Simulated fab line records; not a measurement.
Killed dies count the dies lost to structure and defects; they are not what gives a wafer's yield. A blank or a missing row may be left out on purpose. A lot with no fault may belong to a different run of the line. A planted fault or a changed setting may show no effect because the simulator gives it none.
The same fault as seen by 2 desks :: flow n5-finfet :: every desk sees just its own numbers, and what lay behind them comes last

## DESK OF THE TOOL OWNER: rie-diel-04
The tool's own readings at N5_BEOL_M8_ETCH_66 (etches SOC in N2/H2, target depth 80 nm, overetch 16 nm, time 120 s): means of the sampled wafers that have a number, for each lot that ran on this tool. If a lot's mean is further than 4 standard deviations from the usual mean, the lot is out of limits and carries the mark OUT (the distance appears in the brackets).
Columns: A = drypump-motor-current-A at N5_BEOL_M8_ETCH_66, usual 5.7 A; B = oes-product-au at N5_BEOL_M8_ETCH_66, usual 0.60 a.u.; C = rf-fwd-power-W at N5_BEOL_M8_ETCH_66, usual 835.8 W; D = rf-vpp-V at N5_BEOL_M8_ETCH_66, usual 523.7 V; E = showerhead-plenum-p-Torr at N5_BEOL_M8_ETCH_66, usual 2.53 Torr; F = throttle-valve-pct at N5_BEOL_M8_ETCH_66, usual 17.91 %
lot: L415
first seen here: day 8 20:57
A: 5.8
B: 0.62
C: 835.3
D: 523.3
E: 2.51
F: 17.75

lot: L417
first seen here: day 9 01:30
A: 6.1
B: 0.56
C: 835.0
D: 523.5
E: 2.48
F: 17.96

lot: L418
first seen here: day 9 21:31
A: 5.5
B: 0.59
C: 837.1
D: 524.0
E: 2.53
F: 18.04

lot: L423
first seen here: day 11 04:05
A: 5.8
B: 0.61
C: 837.0
D: 522.5
E: 2.50
F: 17.80

lot: L430
first seen here: day 12 23:10
A: 6.0
B: 0.58
C: 638.4 (-68) OUT
D: 570.8 (+20) OUT
E: 2.47
F: 17.84

lot: L433
first seen here: day 13 05:42
A: 5.8
B: 0.56
C: 633.4 (-70) OUT
D: 572.4 (+20) OUT
E: 2.49
F: 18.00
This desk's finding: out of limits on L430, L433; first on L430, day 12 23:10 (rf-fwd-power-W at N5_BEOL_M8_ETCH_66). L415, L417, L418, L423 stayed within limits.

## THE DEFECT DESK
What the inspections along the route counted, lot by lot: means of the sampled wafers that have a number. If a lot's mean is further than 4 standard deviations from the usual mean, the lot is out of limits and carries the mark OUT (the distance appears in the brackets).
Columns: A = raw-defect-count at N5_BEOL_M8_INSPECT_30, usual 412
lot: L415
first seen here: day 8 20:31
A: 268

lot: L417
first seen here: day 9 01:23
A: 410

lot: L418
first seen here: day 9 21:22
A: 432

lot: L420
first seen here: day 10 07:30
A: 413

lot: L422
first seen here: day 10 17:53
A: 477

lot: L423
first seen here: day 11 03:58
A: 498

lot: L425
first seen here: day 11 04:03
A: 279

lot: L430
first seen here: day 12 23:03
A: 607

lot: L433
first seen here: day 13 05:27
A: 281

lot: L435
first seen here: day 13 13:49
A: 602

lot: L437
first seen here: day 14 15:01
A: 398
This desk's finding: nothing out of limits on any of the 11 lots.

## PUT TOGETHER
On L430, L433, at day 12 23:10, an alarm was possible from the tool owner's desk.
Nothing out of limits was seen by the defect desk.
The defect desk has L430, L433 on record, within its limits.
All the named lots went through N5_BEOL_M8_ETCH_66 on rie-diel-04.

## WHAT WAS PUT IN BY THE SIMULATOR
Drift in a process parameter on rie-diel-04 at N5_BEOL_M8_ETCH_66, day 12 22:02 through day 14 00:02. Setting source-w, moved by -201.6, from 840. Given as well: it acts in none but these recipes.
Struck lots among those shown: L430, L433.
Time in hours from fault onset to the first out-of-limits reading at each desk: the tool owner's desk, 1.
